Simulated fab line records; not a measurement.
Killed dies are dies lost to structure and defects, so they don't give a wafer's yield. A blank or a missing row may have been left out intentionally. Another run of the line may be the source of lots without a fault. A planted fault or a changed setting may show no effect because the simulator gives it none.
Struck lot and sound lot, side by side -- flow n5_finfet -- 16 steps out of a route of 1938
Sound: the wafers L559.2, L559.4, L559.6. Struck: wafers L551.3, L551.5 (left out: L551.1, a lot-mate that was not struck); the cause follows at the end.
Per side, at each step with rows, come the tool, then ch with its chambers, and then its first start. Under that, the readings that differ: sound wafers -- struck wafers -- difference of the means -- sigmas: that difference in standard deviations of wafers without a fault.
alike: same words and numbers on both sides, and readings whose means sit less than 2 such deviations apart. not compared: any withheld reading, any reading some wafer has no value for, any bound like >300 that may hide the same value, and any number with overlapping values for which the record gives no deviation.
A row with sigmas, a row that says differs or no value, or rows on one side alone: a step with any of these is where the two part. When numbers do not overlap yet have no deviation, they are printed without sigmas and do not part them. A reading missing from all wafers of one side parts the sides only when that side holds two or more wafers.

first, 8 steps without rows for these wafers: N5_BEOL_M1_COAT_68 (time 60 s, resist thk 12 nm); N5_BEOL_M1_COAT_76 (time 60 s, resist thk 5 nm); N5_BEOL_M1_COAT_22 (resist thk 30 nm); N5_BEOL_M1_EBR_24; N5_BEOL_M1_SOFTBAKE_23 (time 60 s); N5_BEOL_M1_EXPOSE_25 (exposes mask V0, defocus 5 nm, target cd 24 nm); N5_BEOL_M1_PEB_26 (peb time 60 s); N5_BEOL_M1_DEVELOP_27 (develop time 30 s).
N5_BEOL_M1_CD_MEAS_28: target cd y 23.3 nm.
  sound on cd_sem-01 ch 0, day 11 05:07; struck on cd_sem-03 ch 0, day 9 02:44
  alike: cd_nm
N5_BEOL_M1_OVL_MEAS_29:
  sound on overlay-01 ch 0, day 11 05:09; struck on overlay-02 ch 0, day 9 02:46
  alike: V0_OVL
N5_BEOL_M1_INSPECT_30: inspects for defects (brightfield).
  sound on defect_inspect-01 at day 11 05:12; struck on defect_inspect-02 at day 9 02:50
reading,sound,struck,difference,sigmas
raw_defect_count,440 418 283,642 552,+217,+2
N5_BEOL_M1_DESCUM_33: chemistry O2, time 7 s.
  sound on rie_diel-03 ch 0,1,3, day 11 05:23; struck on rie_diel-05 ch 0,2, day 9 02:52
  alike: drypump_motor_current_A, oes_product_au, rf_vpp_V, showerhead_plenum_p_Torr, throttle_valve_pct
  not compared: rf_hours_counter_h
N5_BEOL_M1_ETCH_77: etches underlayer in N2/H2, target depth 6.5 nm, time 5.2 s.
  sound on rie_diel-03 ch 0,1,3, day 11 05:25; struck on rie_diel-05 ch 0,2, day 9 02:54
reading,sound,struck,difference,sigmas
etch_rf_on_time_s (s),5.13 5.21 5.25,8.85 8.52,+3.49,+42
oes_product_au (a.u.),0.67 0.66 0.74,0.47 0.49,-0.21,-3
  alike: drypump_motor_current_A, rf_vpp_V, showerhead_plenum_p_Torr, throttle_valve_pct
  not compared: rf_hours_counter_h
N5_BEOL_M1_ETCH_69: etches SiARC in CF4, target depth 15.6 nm, time 26 s.
  sound on rie_diel-03 ch 0,1,3, day 11 05:26; struck on rie_diel-05 ch 0,2, day 9 02:55
  alike: cf4_flow_sccm, drypump_motor_current_A, etch_rf_on_time_s, oes_product_au, rf_vpp_V, showerhead_plenum_p_Torr, throttle_valve_pct
  not compared: rf_hours_counter_h
-- the record jumps here: 2 days lie between the struck wafers' starts before and after (it left off in module BEOL_M1 and takes up again in module BEOL_M4, whose first step shown is number 1111 of the route) --
N5_BEOL_M4_RC_MEAS_101:
  sound on prober-02 ch 0, day 12 19:56; struck on prober-01 ch 0, day 11 05:02
  alike: DIBL_N, DIBL_P, IOFF_N, IOFF_P, ION_N, ION_P, SS_N, SS_P, VT_N, VT_P
N5_PASSIVATION_PROBE_49:
  the record holds rows for the sound wafers here (prober-01, day 17 12:03) but none for the struck ones

WHERE THEY PART
Last at N5_PASSIVATION_PROBE_49 as far as this record goes, first at N5_BEOL_M1_INSPECT_30.

WHY: whatever the simulator had introduced
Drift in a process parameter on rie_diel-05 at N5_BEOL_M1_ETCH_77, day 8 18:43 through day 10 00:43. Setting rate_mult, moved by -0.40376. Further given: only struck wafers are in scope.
